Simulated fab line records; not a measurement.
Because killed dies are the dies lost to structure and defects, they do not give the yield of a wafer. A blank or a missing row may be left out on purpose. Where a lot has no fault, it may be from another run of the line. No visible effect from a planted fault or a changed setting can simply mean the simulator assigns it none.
Which tool is to blame? | flow nandHarc | 7 lots, 21 wafers sampled, at 2 steps of a route of 1302

== WHAT THE GAUGES READ, wafer by wafer ==
NHARC_A_M1_INSPECT_27.
lot  | measured     | on               | rawDefectCount
L919 | day 23 10:09 | defectInspect-01 | 399 568 543
L921 | day 24 17:02 | defectInspect-02 | 696 608 590
L926 | day 26 15:23 | defectInspect-01 | 510 425 360
L933 | day 30 04:19 | defectInspect-02 | 667 540 738
L936 | day 30 18:37 | defectInspect-02 | 438 423 481
L938 | day 31 13:23 | defectInspect-02 | 546 536 586
L940 | day 32 14:40 | defectInspect-01 | 574 598 748

== WHAT TOOL EACH LOT RAN ON (gives the tool, then ch and the chambers of the sampled wafers, and finally the start) ==
lot  | NHARC_A_M1_PVD_20
L919 | pvdSputter-03, day 23 10:09 or earlier
L921 | pvdSputter-03, day 24 17:02 or earlier
L926 | pvdSputter-03, day 26 15:23 or earlier
L933 | pvdSputter-01, day 30 04:19 or earlier
L936 | pvdSputter-02, day 30 18:37 or earlier
L938 | pvdSputter-01, day 31 13:23 or earlier
L940 | pvdSputter-01, day 32 14:40 or earlier
- NHARC_A_M1_PVD_20: deposits TaN, target thk 5 nm, time 8.06 s.

== THE ANSWER, worked out from the rows above alone ==
Rule: the usual values come from the lots themselves. Put in order of their means at a reading, lots are off if they are a third of the lots or fewer, leave a main group of 4 or more, and stand apart from it by a gap of 3 or more times the standard deviation of the main group's means; of several such gaps the widest counts. If all means in a main group match to the digits the tables above print for the reading, that group is not used. Also off: a lot with no number at a reading for which 4 or more lots have one. The other lots that the step has rows for count as sound.
None of the lots is off at any reading shown; this tells nothing.

== WHAT WAS PUT IN BY THE SIMULATOR ==
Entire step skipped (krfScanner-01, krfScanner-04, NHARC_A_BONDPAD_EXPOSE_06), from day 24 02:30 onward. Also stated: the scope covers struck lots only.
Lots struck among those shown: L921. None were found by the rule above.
